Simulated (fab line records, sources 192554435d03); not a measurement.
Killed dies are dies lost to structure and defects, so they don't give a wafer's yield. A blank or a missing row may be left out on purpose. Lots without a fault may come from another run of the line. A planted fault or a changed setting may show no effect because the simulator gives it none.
A struck lot beside a sound one | flow n5_finfet | 38 steps out of a route of 1938
Sound: wafers L678.3, L678.4, L678.5. Struck: wafers L668.1, L668.2, L668.5. The cause comes at the end.
At each step with rows: each side's tool, then ch and its chambers, then its first start. Under that, the readings that differ: sound wafers | struck wafers | difference of the means | sigmas: that difference in standard deviations of wafers without a fault.
alike: readings whose means differ by less than 2 such deviations, and words and numbers that are the same on both sides. not compared: withheld readings, readings that some wafer has no value for, bounds like >300 that may hide the same value, and numbers for which the record gives no deviation and whose values overlap.
The two part at a step that has a row with sigmas, a row that says differs or no value, or rows on one side only. Numbers that don't overlap but have no deviation are shown without sigmas and don't part them. A reading that every wafer of one side lacks parts them only if that side has two wafers or more.

first, 8 steps without rows for these wafers: N5_BEOL_M3_ECD_50 (material Cu, target thk 300 nm); N5_BEOL_M3_ANNEAL_51 (time 90 s); N5_BEOL_M3_CMP_52 (polishes, stops on SiOC, t overpolish 6.8 s, target thk 40 nm); N5_BEOL_M3_PRE_CLEAN_60 (time 15 s); N5_BEOL_M3_CO_CAP_55 (material Co, precursor CCTBA/H2, target thk 2 nm, time 102.1 s); N5_BEOL_M3_PRE_CLEAN_56 (time 15 s); N5_BEOL_M3_DEP_57 (deposits SiCN from 3MS/NH3, target thk 8 nm, time 14 s); N5_BEOL_M4_ILD_DEP_00 (deposits SiOC from DEMS/O2, target thk 79 nm, time 15.3 s).
N5_BEOL_M4_PECVD_72: deposits SiO2 from TEOS/O2, target thk 16 nm, time 18 s.
  sound on pecvd-01 ch 1,2, day 13 09:02; struck on pecvd-04 ch 0,1, day 10 23:59
  reading                                    | sound                | struck               | difference | sigmas
  susceptor_temp_C (C)                       | 400.31 400.35 400.26 | 366.34 366.16 366.03 | -34.13     | -99 or more
  model.SiO2_of_BEOL_M4_PECVD_72.thk_nm (nm) | 15.8 16.4 16         | 19.4 19.4 19.8       | +3.5       |
  alike: heater_power_outer_w, heater_power_w, showerhead_plenum_p_Torr, throttle_valve_pct
  not compared: since_wet_clean_h
then, 25 steps without rows for these wafers: N5_BEOL_M4_HM_DEP_02 (deposits TiN, target thk 20 nm); N5_BEOL_M4_COAT_61 (time 60 s, resist thk 60 nm); N5_BEOL_M4_COAT_62 (time 60 s, resist thk 12 nm); N5_BEOL_M4_COAT_73 (time 60 s, resist thk 5 nm); N5_BEOL_M4_COAT_05 (resist thk 30 nm); N5_BEOL_M4_EBR_07; N5_BEOL_M4_SOFTBAKE_06 (time 60 s); N5_BEOL_M4_EXPOSE_08 (exposes mask M4); N5_BEOL_M4_PEB_09 (peb time 60 s); N5_BEOL_M4_DEVELOP_10 (develop time 30 s); N5_BEOL_M4_DESCUM_16 (chemistry O2, time 7 s); N5_BEOL_M4_ETCH_74 (etches underlayer in N2/H2, target depth 6.5 nm, time 5.2 s); N5_BEOL_M4_ETCH_63 (etches SiARC in CF4, target depth 15.6 nm, time 26 s); N5_BEOL_M4_ETCH_64 (etches SOC in N2/H2, target depth 75 nm, overetch 22.5 nm, time 121.9 s); N5_BEOL_M4_STRIP_65 (strips in N2/H2); N5_BEOL_M4_STRIP_75 (strips in N2/H2); N5_BEOL_M4_STRIP_66 (strips in CF4); N5_BEOL_M4_HM_OPEN_17 (chemistry Cl2/BCl3, target TiN, target depth 20 nm, overetch 6 nm); N5_BEOL_M4_STRIP_19 (strips in O2); N5_BEOL_M4_COAT_67 (time 60 s, resist thk 60 nm); N5_BEOL_M4_COAT_68 (time 60 s, resist thk 12 nm); N5_BEOL_M4_COAT_76 (time 60 s, resist thk 5 nm); N5_BEOL_M4_COAT_22 (resist thk 30 nm); N5_BEOL_M4_EBR_24; N5_BEOL_M4_SOFTBAKE_23 (time 60 s).
N5_BEOL_M4_HM_STRIP_39: strips TiN in peroxide tin strip, target depth 25 nm, time 158 s.
  sound on wet_bench-04 ch 1,2,7, day 14 11:28; struck on wet_bench-02 ch 2,4,7, day 12 04:38
  reading                                    | sound          | struck         | difference | sigmas
  model.SiO2_of_BEOL_M4_PECVD_72.thk_nm (nm) | 15.8 16.2 15.8 | 19.2 19.2 19.6 | +3.4       |
  alike: temp_c
N5_BEOL_M4_CMP_52: polishes, stops on SiOC, t overpolish 6.8 s, target thk 40 nm.
  sound on cmp-04 ch 0,2, day 14 14:38; struck on cmp-02 ch 1,3, day 12 08:22
  reading                      | sound          | struck         | difference | sigmas
  barrier_field_endpoint_s (s) | 24.0 25.0 24.7 | 28.6 28.9 29.0 | +4.3       | +7
  alike: motor_current_A
N5_BEOL_M4_RC_MEAS_101:
  sound on prober-02 ch 0, day 14 15:31; struck on prober-01 ch 0, day 12 08:56
  alike: DIBL_N, DIBL_P, IOFF_N, IOFF_P, ION_N, ION_P, SS_N, SS_P, VT_N, VT_P
then, 1 step without rows for these wafers: N5_PASSIVATION_PROBE_49.

WHERE THEY PART
First at N5_BEOL_M4_PECVD_72; last, within this record, at N5_BEOL_M4_CMP_52. Later steps at which nothing parts them and some readings are alike: N5_BEOL_M4_RC_MEAS_101.

WHY: what the simulator had put in
Process parameter drift: pecvd-04, from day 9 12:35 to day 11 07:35, at N5_BEOL_M4_PECVD_72. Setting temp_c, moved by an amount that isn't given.
